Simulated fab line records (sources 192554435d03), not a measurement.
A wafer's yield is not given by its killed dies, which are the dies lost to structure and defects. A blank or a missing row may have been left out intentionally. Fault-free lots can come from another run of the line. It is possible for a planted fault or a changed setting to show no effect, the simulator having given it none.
fab line records	flow n5_finfet
record lots=7	wafers=39
route steps=1938 shown PMOS_HMC_CHANNEL_EPI@64 FIN_SAQP@96 HKMG_FIN@442 BEOL_M0_SAQP@658 BEOL_M0@738 BEOL_M3@972 BEOL_M4@1098 BEOL_M5@1179 BEOL_M9@1405 BEOL_M10@1527 BEOL_M11@1587 BEOL_M14@1770 TV_LITHO@1886 PASSIVATION@1936
start_h: hours from the record's opening day to when the first of the lot's shown wafers began	wait_h: how many hours have passed since the lot's step before this one	" same as the row above	L1.1+2: a single row standing in for several wafers	- either no value or no given start	* or withheld: withheld	< > ~ a bound
route shown NAME@n: NAME is a module with steps in the file, n the number in the route of the first one	usual: average and standard deviation across the fault-free wafers	same: alike in all rows	chamber/n: place in a boat	sites: each site's reading	_std_site: how widely they spread, as a standard deviation	_edge_site: outer sites' mean less inner sites'	radius_mm: for every site, how far away it sits from the centre of the wafer	mask NAME#n: copy n	behind: the most recent tool/chamber to have shaped the wafer	hold: why the lot was held/for how many hours/how that ended	device: the n, p or np transistor that did not switch	end of line: the tests these same wafers got at the end of their route	step lacking rows: just its recipe	killed: dies lost to structure and defects at the first sort, not the wafer's yield	map: dies across one wafer; x = killed, . = not, _ = none there
set.NAME: the setting the step ran with; set.NAME@STEP: the setting that earlier step ran with	model.NAME: the simulator's own value behind a step, which no gauge read
lots with deliberately changed settings; one table per step, one row per wafer
## steps
# step N5_PMOS_HMC_CHANNEL_EPI_DEVELOP_08
# recipe develop_time_s=30	developer=TMAH	resist=CAR-ArF-block	dev_temp_c=23	rinse_liquid=diw	dry=air_spin
# step N5_FIN_SAQP_HM_DEP_03
# recipe material=SiNx	target_thk_a=380	temp_c=400	precursor=SiH4/NH3/N2	pressure_torr=1.5	rf_w=300	time_s=33.6
# step N5_HKMG_FIN_ALD_91
# recipe material=TiN	target_thk_a=10	temp_c=400	ald_precursor_family=TiCl4	ald_co_reactant=NH3	pulse_time_s=1	purge_time_s=3	co_reactant_purge_time_s=2	co_reactant_pulse_time_s=2	ald_cycles=47	pressure_torr=3
# step N5_BEOL_M0_SAQP_MANDREL_ETCH_20
# recipe target_depth_a=600	chemistry=HBr/Cl2	target=a-Si	stop_on=SiNx	bt_time_s=10	mask_material=SOC	over_etch_frac=0.5	time_s=30	pressure_mtorr=10	icp_w=800	bias_w=75	HBr_flow_sccm=150	Cl2_flow_sccm=80	ends=end_point
# step N5_BEOL_M0_SPUTTER_134
# recipe material=Cu	target_thk_a=40	temp_c=-20	chamber_pressure_pa=0.07	power_w=withheld	time_s=7.37
# step N5_BEOL_M3_ALD_98
# recipe material=SiO2	target_thk_a=25	temp_c=100	ald_precursor_family=BDEAS	ald_co_reactant=O2-plasma	pulse_time_s=1	co_reactant_pulse_time_s=1	purge_time_s=2	co_reactant_purge_time_s=2	ald_cycles=17	pressure_torr=2
# step N5_BEOL_M4_SPUTTER_94
# recipe material=Cu	target_thk_a=45	temp_c=-20	chamber_pressure_pa=0.07	power_w=withheld	time_s=8.29
# step N5_BEOL_M5_SPUTTER_83
# recipe material=Cu	target_thk_a=150	temp_c=-20	chamber_pressure_pa=0.07	power_w=withheld	time_s=27.62
# step N5_BEOL_M9_HM_DEP_02
# recipe material=TiN	target_thk_a=200	temp_c=25	chamber_pressure_pa=0.49996
# step N5_BEOL_M10_SPUTTER_48
# recipe material=Cu	target_thk_a=120	temp_c=-20	bias_v=60	power_w=26000	chamber_pressure_pa=0.13	time_s=2
# step N5_BEOL_M11_CURE_72
# recipe temp_c=370	time_s=120	ambient=DMADMS/He	material=SiCOH_lowk
# step N5_BEOL_M14_DEP_53
# recipe material=SiCN	target_thk_a=500	temp_c=withheld	precursor=3MS/NH3	pressure_torr=3	rf_w=675	time_s=17.8
# step N5_PASSIVATION_DESCUM_12
# recipe chemistry=O2	time_s=7.9	source_power_w=50	bias_power_w=20	pressure_mtorr=20	rf_frequency_hz=2.712e+07	temp_c=40	o2_flow_sccm=225
# step N5_PASSIVATION_PROBE_49
# usual killed_at_front_end=42/12
lot.wafer	tool	chamber	start_h	wait_h	set.develop_time_s@PMOS_HMC_CHANNEL_EPI_DEVELOP_08	set.target_thk_a@FIN_SAQP_HM_DEP_03	set.ald_cycles@HKMG_FIN_ALD_91	set.target_depth_a@BEOL_M0_SAQP_MANDREL_ETCH_20	set.time_s@BEOL_M0_SPUTTER_134	set.ald_cycles@BEOL_M3_ALD_98	set.time_s@BEOL_M4_SPUTTER_94	set.time_s@BEOL_M5_SPUTTER_83	set.target_thk_a@BEOL_M9_HM_DEP_02	set.time_s@BEOL_M10_SPUTTER_48	set.time_s@BEOL_M11_CURE_72	set.target_thk_a@BEOL_M14_DEP_53	set.time_s@PASSIVATION_DESCUM_12	killed_at_front_end
L078.1	prober-02	-	289.16	0.0	20.21	380	47	600	11.29	11	8.29	27.62	200	2	120	500	7.9	44
L078.2	prober-02	-	289.21	0.1	30	380	31	600	11.29	17	8.29	27.62	286.4	1.284	120	786	7.9	137
L078.3	prober-02	-	289.26	0.1	20.21	380	31	600	7.37	11	4.227	27.62	200	1.284	158.4	786	11	176
L078.4	prober-02	-	289.31	0.2	30	380	31	600	7.37	11	8.29	34.04	286.4	2	158.4	786	11	227
L078.5	prober-02	-	289.36	0.2	20.21	380	47	600	7.37	17	4.227	34.04	200	1.284	158.4	500	7.9	40
L078.6	prober-02	-	289.41	0.3	30	380	47	600	11.29	17	4.227	34.04	286.4	2	120	500	11	44
L081.1	prober-01	-	313.44	0.0	30	380	47	713.3	7.37	17	12.55	27.62	127.5	2.981	120	500	7.9	62
L081.2	prober-01	-	313.49	0.1	30	380	23	713.3	4.333	17	8.29	27.62	200	2	120	750.4	12.49	161
L081.3	prober-01	-	313.54	0.1	30	380	47	600	7.37	17	12.55	38.94	200	2.981	120	750.4	7.9	52
L081.4	prober-01	-	313.59	0.2	30	380	23	600	4.333	17	12.55	27.62	200	2	120	500	7.9	268
L081.5	prober-01	-	313.64	0.2	30	380	23	713.3	7.37	17	8.29	38.94	127.5	2	120	500	12.49	255
L081.6	prober-01	-	313.69	0.3	30	380	47	600	4.333	17	8.29	38.94	127.5	2.981	120	750.4	12.49	33
L080.2	prober-01	-	315.92	0.1	30	380	47	600	7.37	17	8.29	27.62	200	2	120	500	7.9	42
L080.4	prober-01	-	316.02	0.2	30	380	47	600	7.37	17	8.29	27.62	200	2	120	500	7.9	39
L080.6	prober-01	-	316.12	0.3	30	380	47	600	7.37	17	8.29	27.62	200	2	120	500	7.9	14
L084.1	prober-02	-	340.49	0.0	30	493	63	373.3	7.37	17	8.29	16.15	299.1	2	120	387.6	6.246	36
L084.2	prober-02	-	340.54	0.1	30	493	63	600	7.37	24	4.819	27.62	299.1	2	120	387.6	6.246	19
L084.3	prober-02	-	340.59	0.1	22.16	380	47	600	7.37	17	4.819	16.15	200	2	120	500	7.9	39
L084.4	prober-02	-	340.64	0.2	22.16	380	63	373.3	7.37	24	4.819	27.62	200	2	84.86	500	6.246	26
L084.5	prober-02	-	340.69	0.2	22.16	493	47	600	7.37	17	8.29	27.62	299.1	2	84.86	500	7.9	49
L084.6	prober-02	-	340.74	0.3	30	380	47	373.3	7.37	24	8.29	16.15	200	2	84.86	387.6	7.9	29
L085.1	prober-01	-	347.91	0.0	30	380	47	600	7.37	17	12.82	27.62	200	1.401	120	203.8	7.9	31
L085.2	prober-01	-	347.96	0.1	30	380	69	600	7.37	7	12.82	33.98	200	2	155.8	203.8	7.9	30
L085.3	prober-01	-	348.01	0.1	30	572.2	69	600	4.448	7	8.29	27.62	95.43	2	155.8	500	7.9	19
L085.4	prober-01	-	348.06	0.2	30	572.2	47	600	7.37	7	8.29	33.98	95.43	1.401	155.8	500	9.472	35
L085.5	prober-01	-	348.11	0.2	30	380	69	600	4.448	17	8.29	27.62	200	2	120	500	9.472	31
L085.6	prober-01	-	348.16	0.3	30	572.2	47	600	4.448	17	12.82	33.98	95.43	1.401	120	203.8	9.472	37
L088.1	prober-01	-	376.66	0.0	40.01	380	19	600	7.37	13	8.29	37.84	200	2.946	166	500	7.9	304
L088.2	prober-01	-	376.71	0.1	30	380	47	600	7.37	13	4.702	37.84	200	2	120	500	9.629	53
L088.3	prober-01	-	376.76	0.1	40.01	380	47	600	7.37	17	4.702	37.84	200	2	166	306.8	9.629	70
L088.4	prober-01	-	376.81	0.2	30	380	47	600	7.37	13	8.29	27.62	200	2.946	166	306.8	9.629	89
L088.5	prober-01	-	376.86	0.2	40.01	380	19	600	7.37	17	8.29	27.62	200	2	120	306.8	7.9	239
L088.6	prober-01	-	376.91	0.3	30	380	19	600	7.37	17	4.702	27.62	200	2.946	120	500	7.9	313
L091.1	prober-02	-	380.86	0.0	30	380	47	600	11.71	14	8.29	27.62	264.9	2.687	149.3	232	7.9	40
L091.2	prober-02	-	380.91	0.1	15.21	380	62	600	7.37	14	8.29	27.62	200	2	149.3	500	7.9	26
L091.3	prober-02	-	380.96	0.1	30	254	47	600	7.37	17	4.379	27.62	200	2.687	149.3	232	7.9	45
L091.4	prober-02	-	381.01	0.2	15.21	254	47	600	11.71	17	8.29	27.62	200	2.687	120	500	7.9	29
L091.5	prober-02	-	381.06	0.2	30	254	62	600	11.71	14	4.379	27.62	264.9	2	120	500	7.9	28
L091.6	prober-02	-	381.11	0.3	15.21	380	62	600	7.37	17	4.379	27.62	264.9	2	120	232	7.9	40
# killed by level:class
L078.1 FIN_SAQP:geometric_particle:open=17 FIN_SAQP:geometric_particle:short=10 DUMMY_GATE:geometric_particle:open=6 MOL_CONTACT_COAG:geometric_particle:open=6 BEOL_M1:geometric_particle:open=6 BEOL_M2:geometric_particle:open=5 BEOL_M5:geometric_particle:open=5 BEOL_M4:geometric_particle:open=4
L078.2 BEOL_M9:area_open=521 HKMG_FIN:area_ald=78 BEOL_M10:interface_void_opened=33 FIN_SAQP:geometric_particle:open=16 FIN_SAQP:geometric_particle:short=13 STI_FIN_REVEAL:geometric_particle:open=11 BEOL_M0_SAQP:geometric_particle:open=10 MOL_CONTACT_COAG:geometric_particle:open=7
L078.3 HKMG_FIN:area_ald=129 BEOL_M10:interface_void_opened=35 STI_FIN_REVEAL:geometric_particle:open=14 BEOL_M0_SAQP:geometric_particle:short=8 BEOL_M1:geometric_particle:open=8 FIN_SAQP:geometric_particle:open=7 DUMMY_GATE:geometric_particle:open=7 BEOL_M3:geometric_particle:open=7
L078.4 BEOL_M9:area_open=217 HKMG_FIN:area_ald=160 FIN_SAQP:geometric_particle:open=21 BEOL_M4:geometric_particle:open=7 FIN_SAQP:geometric_particle:short=7 STI_FIN_REVEAL:geometric_particle:open=7 BEOL_M0_SAQP:geometric_particle:open=6 HKMG_FIN:area_etch=6
L078.5 BEOL_M10:interface_void_opened=24 STI_FIN_REVEAL:geometric_particle:open=8 BEOL_M0_SAQP:geometric_particle:short=8 FIN_SAQP:geometric_particle:short=5 DUMMY_GATE:geometric_particle:open=5 BEOL_M2:geometric_particle:open=5 BEOL_M3:geometric_particle:open=5 FIN_SAQP:geometric_particle:open=4
L078.6 BEOL_M9:area_open=812 STI_FIN_REVEAL:geometric_particle:open=6 FIN_SAQP:geometric_particle:short=5 FIN_SAQP:geometric_particle:open=4 SPACER0:geometric_particle:short=4 BEOL_M1:geometric_particle:open=4 STI_FIN_REVEAL:geometric_particle:short=3 DUMMY_GATE:geometric_particle:open=3
L081.1 STI_FIN_REVEAL:geometric_particle:open=16 MOL_CONTACT_COAG:geometric_particle:open=10 BEOL_M0_SAQP:geometric_particle:open=10 DUMMY_GATE:geometric_particle:open=9 BEOL_M0_SAQP:geometric_particle:short=8 BEOL_M4:geometric_particle:open=7 FIN_SAQP:geometric_particle:short=6 HKMG_FIN:area_etch=6
L081.2 HKMG_FIN:area_ald=115 STI_FIN_REVEAL:geometric_particle:open=16 BEOL_M4:geometric_particle:open=16 MOL_CONTACT_COAG:geometric_particle:open=10 BEOL_M0_SAQP:geometric_particle:short=9 BEOL_M0_SAQP:geometric_particle:open=6 BEOL_M1:geometric_particle:open=6 BEOL_M3:geometric_particle:open=6
L081.3 BEOL_M0_SAQP:geometric_particle:short=16 MOL_CONTACT_COAG:geometric_particle:open=15 STI_FIN_REVEAL:geometric_particle:open=14 BEOL_M0_SAQP:geometric_particle:open=11 BEOL_M4:geometric_particle:open=9 GATE_CUT:geometric_particle:short=8 BEOL_M2:geometric_particle:open=7 FIN_SAQP:geometric_particle:open=6
L081.4 HKMG_FIN:area_ald=222 STI_FIN_REVEAL:geometric_particle:open=11 BEOL_M0:interface_void_opened=9 BEOL_M2:geometric_particle:open=8 BEOL_M4:geometric_particle:open=6 BEOL_M0_SAQP:geometric_particle:short=6 STARTING-WAFER:geometric_particle:short=5 FIN_SAQP:geometric_particle:open=4
L081.5 HKMG_FIN:area_ald=228 BEOL_M0_SAQP:geometric_particle:short=12 MOL_CONTACT_COAG:geometric_particle:open=9 BEOL_M4:geometric_particle:open=9 BEOL_M0_SAQP:geometric_particle:open=8 BEOL_M2:geometric_particle:open=7 BEOL_M3:geometric_particle:open=6 FIN_SAQP:geometric_particle:short=5
L081.6 STI_FIN_REVEAL:geometric_particle:open=13 MOL_CONTACT_COAG:geometric_particle:open=13 BEOL_M0_SAQP:geometric_particle:open=8 BEOL_M4:geometric_particle:open=8 BEOL_M2:geometric_particle:open=7 FIN_SAQP:geometric_particle:short=5 MOL_CONTACT_COAG:geometric_particle:short=5 BEOL_M3:geometric_particle:open=5
L080.2 BEOL_M3:geometric_particle:open=14 FIN_SAQP:geometric_particle:open=13 FIN_SAQP:geometric_particle:short=7 BEOL_M0_SAQP:geometric_particle:short=7 DUMMY_GATE:geometric_particle:open=5 STI_FIN_REVEAL:geometric_particle:open=4 STARTING-WAFER:geometric_particle:open=4 BEOL_M1:geometric_particle:open=4
L080.4 BEOL_M4:geometric_particle:open=9 FIN_SAQP:geometric_particle:open=8 BEOL_M0_SAQP:geometric_particle:open=6 FIN_SAQP:geometric_particle:short=5 DUMMY_GATE:geometric_particle:open=5 GATE_CUT:geometric_particle:open=5 BEOL_M1:geometric_particle:open=5 MOL_CONTACT_COAG:geometric_particle:open=4
L080.6 BEOL_M4:geometric_particle:open=14 BEOL_M0_SAQP:geometric_particle:open=8 BEOL_M1:geometric_particle:open=7 BEOL_M3:geometric_particle:open=7 MOL_CONTACT_COAG:geometric_particle:open=5 BEOL_M0_SAQP:geometric_particle:short=5 STI_FIN_REVEAL:geometric_particle:open=3 STARTING-WAFER:geometric_particle:short=3
L084.1 BEOL_M0_SAQP:area_etch=1063 MOL_CONTACT_COAG:geometric_particle:open=12 BEOL_M2:geometric_particle:open=12 BEOL_M3:geometric_particle:open=12 BEOL_M1:geometric_particle:open=10 STI_FIN_REVEAL:geometric_particle:open=9 FIN_SAQP:geometric_particle:open=8 STI_FIN_REVEAL:geometric_particle:short=5
L084.2 BEOL_M9:area_open=640 BEOL_M2:geometric_particle:open=9 BEOL_M1:geometric_particle:open=9 BEOL_M3:geometric_particle:open=8 MOL_CONTACT_COAG:geometric_particle:open=7 BEOL_M4:geometric_particle:open=7 BEOL_M1:geometric_particle:short=5 FIN_SAQP:geometric_particle:open=4
L084.3 BEOL_M2:geometric_particle:open=24 STI_FIN_REVEAL:geometric_particle:open=12 MOL_CONTACT_COAG:geometric_particle:open=8 GATE_CUT:geometric_particle:short=6 BEOL_M0_SAQP:geometric_particle:open=6 BEOL_M4:geometric_particle:open=5 BEOL_M5:interface_void_opened=5 BEOL_M1:geometric_particle:open=4
L084.4 BEOL_M0_SAQP:area_etch=1074 BEOL_M3:geometric_particle:open=14 BEOL_M1:geometric_particle:open=13 BEOL_M2:geometric_particle:open=13 MOL_CONTACT_COAG:geometric_particle:open=12 STI_FIN_REVEAL:geometric_particle:open=6 BEOL_M5:geometric_particle:open=5 FIN_SAQP:geometric_particle:open=4
L084.5 BEOL_M9:area_open=762 BEOL_M3:geometric_particle:open=15 STI_FIN_REVEAL:geometric_particle:open=14 BEOL_M2:geometric_particle:open=14 DUMMY_GATE:geometric_particle:open=9 MOL_CONTACT_COAG:geometric_particle:open=8 BEOL_M1:geometric_particle:open=8 STARTING-WAFER:geometric_particle:short=7
L084.6 BEOL_M0_SAQP:area_etch=1084 BEOL_M1:geometric_particle:open=10 BEOL_M2:geometric_particle:open=10 FIN_SAQP:geometric_particle:open=6 MOL_CONTACT_COAG:geometric_particle:open=6 BEOL_M0_SAQP:geometric_particle:short=5 BEOL_M3:geometric_particle:open=5 BEOL_M8:geometric_particle:open=5
L085.1 BEOL_M10:interface_void_opened=17 BEOL_M4:geometric_particle:open=13 BEOL_M2:geometric_particle:open=12 FIN_SAQP:geometric_particle:open=9 DUMMY_GATE:geometric_particle:open=9 BEOL_M0_SAQP:geometric_particle:short=8 MOL_CONTACT_COAG:geometric_particle:open=7 BEOL_M0_SAQP:geometric_particle:open=7
L085.2 BEOL_M4:geometric_particle:open=13 BEOL_M0_SAQP:geometric_particle:short=11 MOL_CONTACT_COAG:geometric_particle:open=10 STI_FIN_REVEAL:geometric_particle:open=8 DUMMY_GATE:geometric_particle:open=7 BEOL_M0_SAQP:geometric_particle:open=6 FIN_SAQP:geometric_particle:short=5 BEOL_M1:geometric_particle:open=4
L085.3 BEOL_M1:geometric_particle:open=11 MOL_CONTACT_COAG:geometric_particle:open=8 BEOL_M0_SAQP:geometric_particle:open=7 BEOL_M3:geometric_particle:open=6 BEOL_M2:geometric_particle:open=6 DUMMY_GATE:geometric_particle:open=5 FIN_SAQP:geometric_particle:open=4 BEOL_M0_SAQP:geometric_particle:short=4
L085.4 MOL_CONTACT_COAG:geometric_particle:open=15 BEOL_M10:interface_void_opened=13 DUMMY_GATE:geometric_particle:open=10 BEOL_M0_SAQP:geometric_particle:short=9 STI_FIN_REVEAL:geometric_particle:open=7 BEOL_M0_SAQP:geometric_particle:open=6 BEOL_M0:geometric_particle:open=6 FIN_SAQP:geometric_particle:short=5
L085.5 MOL_CONTACT_COAG:geometric_particle:open=13 STI_FIN_REVEAL:geometric_particle:open=10 BEOL_M1:geometric_particle:open=10 MOL_CONTACT_COAG:geometric_particle:short=7 DUMMY_GATE:geometric_particle:open=6 BEOL_M3:geometric_particle:open=5 BEOL_M0_SAQP:geometric_particle:open=4 BEOL_M0_SAQP:geometric_particle:short=4
L085.6 MOL_CONTACT_COAG:geometric_particle:open=15 BEOL_M10:interface_void_opened=12 BEOL_M0_SAQP:geometric_particle:short=9 STI_FIN_REVEAL:geometric_particle:open=8 BEOL_M0_SAQP:geometric_particle:open=8 DUMMY_GATE:geometric_particle:short=6 BEOL_M1:geometric_particle:open=6 DUMMY_GATE:geometric_particle:open=5
L088.1 HKMG_FIN:area_ald=243 FIN_SAQP:geometric_particle:open=19 STI_FIN_REVEAL:geometric_particle:open=15 BEOL_M0_SAQP:geometric_particle:short=12 MOL_CONTACT_COAG:geometric_particle:open=8 FIN_SAQP:geometric_particle:short=7 BEOL_M0_SAQP:geometric_particle:open=7 HKMG_FIN:area_etch=5
L088.2 STI_FIN_REVEAL:geometric_particle:open=21 BEOL_M0_SAQP:geometric_particle:short=12 FIN_SAQP:geometric_particle:open=11 BEOL_M4:geometric_particle:open=9 MOL_CONTACT_COAG:geometric_particle:open=6 BEOL_M0_SAQP:geometric_particle:open=6 MOL_CONTACT_COAG:geometric_particle:short=5 BEOL_M1:geometric_particle:open=5
L088.3 FIN_SAQP:geometric_particle:open=33 MOL_CONTACT_COAG:geometric_particle:open=16 FIN_SAQP:geometric_particle:short=12 STI_FIN_REVEAL:geometric_particle:open=7 BEOL_M0_SAQP:geometric_particle:short=6 GATE_CUT:geometric_particle:open=5 BEOL_M1:geometric_particle:open=5 BEOL_M3:geometric_particle:open=5
L088.4 FIN_SAQP:geometric_particle:open=23 STI_FIN_REVEAL:geometric_particle:open=20 FIN_SAQP:geometric_particle:short=17 BEOL_M3:geometric_particle:open=10 MOL_CONTACT_COAG:geometric_particle:open=9 BEOL_M0_SAQP:geometric_particle:open=6 STI_FIN_REVEAL:geometric_particle:short=5 BEOL_M0_SAQP:geometric_particle:short=5
L088.5 HKMG_FIN:area_ald=192 MOL_CONTACT_COAG:geometric_particle:open=16 BEOL_M0_SAQP:geometric_particle:short=14 FIN_SAQP:geometric_particle:open=13 BEOL_M0_SAQP:geometric_particle:open=8 FIN_SAQP:geometric_particle:short=7 BEOL_M1:geometric_particle:open=7 STI_FIN_REVEAL:geometric_particle:open=7
L088.6 HKMG_FIN:area_ald=255 FIN_SAQP:geometric_particle:open=13 STI_FIN_REVEAL:geometric_particle:open=11 FIN_SAQP:geometric_particle:short=10 BEOL_M1:geometric_particle:open=9 BEOL_M0_SAQP:geometric_particle:open=7 BEOL_M1:geometric_particle:short=6 BEOL_M3:geometric_particle:open=5
L091.1 BEOL_M9:area_open=33 STI_FIN_REVEAL:geometric_particle:open=22 BEOL_M0_SAQP:geometric_particle:short=9 MOL_CONTACT_COAG:geometric_particle:open=9 BEOL_M4:geometric_particle:open=8 BEOL_M0_SAQP:geometric_particle:open=6 BEOL_M5:geometric_particle:open=6 STI_FIN_REVEAL:geometric_particle:short=5
L091.2 BEOL_M3:geometric_particle:open=18 BEOL_M0_SAQP:geometric_particle:short=15 STI_FIN_REVEAL:geometric_particle:open=10 MOL_CONTACT_COAG:geometric_particle:open=10 BEOL_M0_SAQP:geometric_particle:open=10 DUMMY_GATE:geometric_particle:open=6 BEOL_M1:geometric_particle:open=6 MIM_TOP:geometric_particle:short=5
L091.3 STI_FIN_REVEAL:geometric_particle:open=25 MOL_CONTACT_COAG:geometric_particle:open=14 BEOL_M0_SAQP:geometric_particle:short=9 BEOL_M0_SAQP:geometric_particle:open=9 BEOL_M4:geometric_particle:open=9 BEOL_M3:geometric_particle:open=7 MOL_CONTACT_COAG:geometric_particle:short=5 GATE_CUT:geometric_particle:short=4
L091.4 MOL_CONTACT_COAG:geometric_particle:open=15 STI_FIN_REVEAL:geometric_particle:open=12 BEOL_M0_SAQP:geometric_particle:short=11 BEOL_M4:geometric_particle:open=8 STI_FIN_REVEAL:geometric_particle:short=7 BEOL_M3:geometric_particle:open=6 BEOL_M0:geometric_particle:open=5 BEOL_M1:geometric_particle:open=4
L091.5 BEOL_M0_SAQP:geometric_particle:short=15 BEOL_M9:area_open=13 BEOL_M0_SAQP:geometric_particle:open=8 STI_FIN_REVEAL:geometric_particle:open=7 MOL_CONTACT_COAG:geometric_particle:open=7 BEOL_M4:geometric_particle:open=7 BEOL_M3:geometric_particle:open=7 FIN_SAQP:geometric_particle:open=4
L091.6 STI_FIN_REVEAL:geometric_particle:open=24 BEOL_M0_SAQP:geometric_particle:short=12 MOL_CONTACT_COAG:geometric_particle:open=9 BEOL_M0_SAQP:geometric_particle:open=9 BEOL_M3:geometric_particle:open=8 BEOL_M9:area_open=8 BEOL_M2:geometric_particle:open=5 BEOL_M0:geometric_particle:open=4
## key
split step=N5_PMOS_HMC_CHANNEL_EPI_DEVELOP_08	setting=develop_time_s	stated_as=30
response none clear
split step=N5_FIN_SAQP_HM_DEP_03	setting=target_thk_a	stated_as=380
response none clear
split step=N5_HKMG_FIN_ALD_91	setting=ald_cycles	stated_as=47
response step=N5_PASSIVATION_PROBE_49	reading=killed_at_front_end	slope=-2.8	per=1%	together_with=all	explained=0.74
split step=N5_BEOL_M0_SAQP_MANDREL_ETCH_20	setting=target_depth_a	stated_as=600
response none clear
split step=N5_BEOL_M0_SPUTTER_134	setting=time_s	stated_as=7.37
response none clear
split step=N5_BEOL_M3_ALD_98	setting=ald_cycles	stated_as=17
response none clear
split step=N5_BEOL_M4_SPUTTER_94	setting=time_s	stated_as=8.29
response none clear
split step=N5_BEOL_M5_SPUTTER_83	setting=time_s	stated_as=27.62
response none clear
split step=N5_BEOL_M9_HM_DEP_02	setting=target_thk_a	stated_as=200
response none clear
split step=N5_BEOL_M10_SPUTTER_48	setting=time_s	stated_as=2
response none clear
split step=N5_BEOL_M11_CURE_72	setting=time_s	stated_as=120
response none clear
split step=N5_BEOL_M14_DEP_53	setting=target_thk_a	stated_as=500
response none clear
split step=N5_PASSIVATION_DESCUM_12	setting=time_s	stated_as=7.9
response none clear
